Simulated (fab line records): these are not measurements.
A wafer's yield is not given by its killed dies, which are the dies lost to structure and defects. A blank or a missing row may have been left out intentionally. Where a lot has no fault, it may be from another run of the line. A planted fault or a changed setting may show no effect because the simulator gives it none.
A struck lot beside a sound one    flow nand harc    39 steps out of a route of 1302
Sound: wafers L352.2, L352.4, L352.6. Wafers struck: L357.3, L357.5, L357.6. The cause is given at the end.
For every step that has rows: the tool of each side, followed by ch and its chambers, followed by its first start. Under that, the readings that differ: sound wafers    struck wafers    difference of the means    sigmas: that difference in standard deviations of wafers without a fault.
alike: readings whose means differ by less than 2 such deviations, and words and numbers that are the same on both sides. not compared: withheld readings, readings that some wafer has no value for, bounds like >300 that may hide the same value, and numbers for which the record gives no deviation and whose values overlap.
The two part at a step that has a row with sigmas, a row that says differs or no value, or rows on one side only. Non-overlapping numbers with no deviation appear without sigmas and do not part them. A reading missing from all wafers of one side parts the sides only when that side holds two or more wafers.

first, 3 steps without rows for these wafers: NHARC_A_BONDPAD_EXPOSE_06 (exposes mask A BPAD); NHARC_A_BONDPAD_PEB_07 (peb time 80 s); NHARC_A_BONDPAD_DEVELOP_08 (time 50 s).
NHARC_A_BONDPAD_CD_MEAS_09: the cd target is 500 nm.
  sound on cd sem-01 ch 0, day 25 16:26; struck on cd sem-03 ch 0, day 28 03:29
  alike: cd nm
NHARC_A_BONDPAD_OVL_MEAS_35:
  sound: overlay-01 at day 25 16:31; struck: overlay-01 at day 28 03:34
reading            sound     struck       difference  sigmas
overlay x nm (nm)  11 11 12  -11 -11 -11  -22         -3
  alike: overlay y nm
then, 3 steps without rows for these wafers: NHARC_A_BONDPAD_HARDBAKE_10 (time 65 s); NHARC_A_BONDPAD_DESCUM_11 (chemistry O2, time 3 s); NHARC_A_BONDPAD_ETCH_34 (etches the open film in N2/H2, target depth 60 nm, overetch 18 nm, time 65.91 s).
NHARC_A_BONDPAD_ETCH_12: etches the open film in CHF3/O2, target depth 220 nm, time 110 s.
  sound on rie diel-13 ch 1,2,3; struck on rie diel-13 ch 2,3
  alike: drypump motor current A, oes product au, rf vpp V, showerhead plenum p Torr, throttle valve pct
  not compared: rf hours counter h
NHARC_A_BONDPAD_CD_MEAS_13:
  sound: cd sem-01 at day 25 16:58; struck: cd sem-03 at day 28 04:01
  alike: cd nm
then, 1 step without rows for these wafers: NHARC_A_BONDPAD_STRIP_15 (strips in O2).
NHARC_A_BONDPAD_ETCH_24: etches the open film in CF4/N2, target depth 30 nm, time 72.99 s.
  sound on rie diel-13 ch 2,3; struck on rie diel-02 ch 1,2,3
  alike: drypump motor current A, oes product au, rf vpp V, showerhead plenum p Torr, throttle valve pct
  not compared: rf hours counter h
NHARC_A_BONDPAD_STRIP_16: strips in post etch residue remover, time 600 s.
  sound on wet bench-10 ch 2,4,7, day 25 17:19; struck on wet bench-10 ch 1,2,3, day 28 04:23
  alike: temp c
then, 2 steps without rows for these wafers: NHARC_A_BONDPAD_DEGAS_25 (time 60 s); NHARC_A_BONDPAD_PRE_CLEAN_26 (time 30 s).
NHARC_A_BONDPAD_PVD_17: deposits TaN, target thk 5 nm, time 8.06 s.
  sound on pvd sputter-03; struck on pvd sputter-02
  alike: throttle valve pct
then, 2 steps without rows for these wafers: NHARC_A_BONDPAD_PVD_27 (deposits Cu, target thk 30 nm, time 20.49 s); NHARC_A_BONDPAD_ECD_18 (material Cu, target thk 400 nm).
NHARC_A_BONDPAD_ANNEAL_28: time 90 s.
  sound on rtp anneal-02 ch 0, day 25 18:22; struck on rtp anneal-02 ch 0, day 28 05:31
  alike: wafer_temp_C_max
then, 1 step without rows for these wafers: NHARC_A_BONDPAD_CMP_19 (polishes, t overpolish 30 s, cu recess touch 16 s, target thk 169.82 nm).
NHARC_A_BONDPAD_THK_MEAS_20: measures by xrf.
  sound: film metro-01 at day 25 18:59; struck: film metro-02 at day 28 06:05
  alike: thk nm
then, 6 steps without rows for these wafers: NHARC_A_BONDPAD_SRD_21 (time 30 s, dry time 20 s); NHARC_HYBRID_BOND_ACTIVATE_00 (chemistry N2, time 60 s); NHARC_HYBRID_BOND_PRECLEAN_01 (cleans in DIW, time 300 s); NHARC_HYBRID_BOND_SRD_02 (time 30 s, dry time 20 s); NHARC_HYBRID_BOND_BOND_03; NHARC_HYBRID_BOND_ANNEAL_04 (time 7200 s).
NHARC_HYBRID_BOND_OVL_MEAS_05:
  sound: overlay-02 at day 26 04:08; struck: overlay-02 at day 28 12:22
  alike: overlay x nm, overlay y nm
after that, 1 step had no rows for these wafers: NHARC_THIN_TSV_GRIND_00.
NHARC_THIN_TSV_CMP_01: polishes.
  sound on cmp-02 ch 0,2,3, day 26 05:34; struck on cmp-01 ch 0,1,3, day 28 13:53
  alike: motor current A
NHARC_THIN_TSV_THK_MEAS_02: measures by ir.
  sound: film metro-02 at day 26 05:49; struck: film metro-02 at day 28 14:05
  alike: thk nm
then, 7 steps without rows for these wafers: NHARC_THIN_TSV_SRD_03; NHARC_THIN_TSV_PRECLEAN_41 (cleans in SC1); NHARC_THIN_TSV_SRD_42; NHARC_THIN_TSV_DEP_43 (deposits SiO2, target thk 1328.5 nm); NHARC_THIN_TSV_DEHYDRATE_04 (time 120 s); NHARC_THIN_TSV_HMDS_05 (time 30 s); NHARC_THIN_TSV_COAT_06.
NHARC_END_SORT_01:
  sound on prober-02 ch 0, day 26 22:46; struck on prober-01 ch 0, day 29 08:53
reading                   sound     struck       difference  sigmas
defect limited yield (%)  92 92 91  75 76 76     -16         -5
killed at array           49 54 58  163 164 158  +108        +4
killed dies               52 55 63  166 165 161  +107        +5
  alike: killed at other, killed at periphery, killed open, killed short

WHERE THEY PART
Last at NHARC_END_SORT_01 as far as this record goes, first at NHARC_A_BONDPAD_OVL_MEAS_35.

WHY: what the simulator had put in
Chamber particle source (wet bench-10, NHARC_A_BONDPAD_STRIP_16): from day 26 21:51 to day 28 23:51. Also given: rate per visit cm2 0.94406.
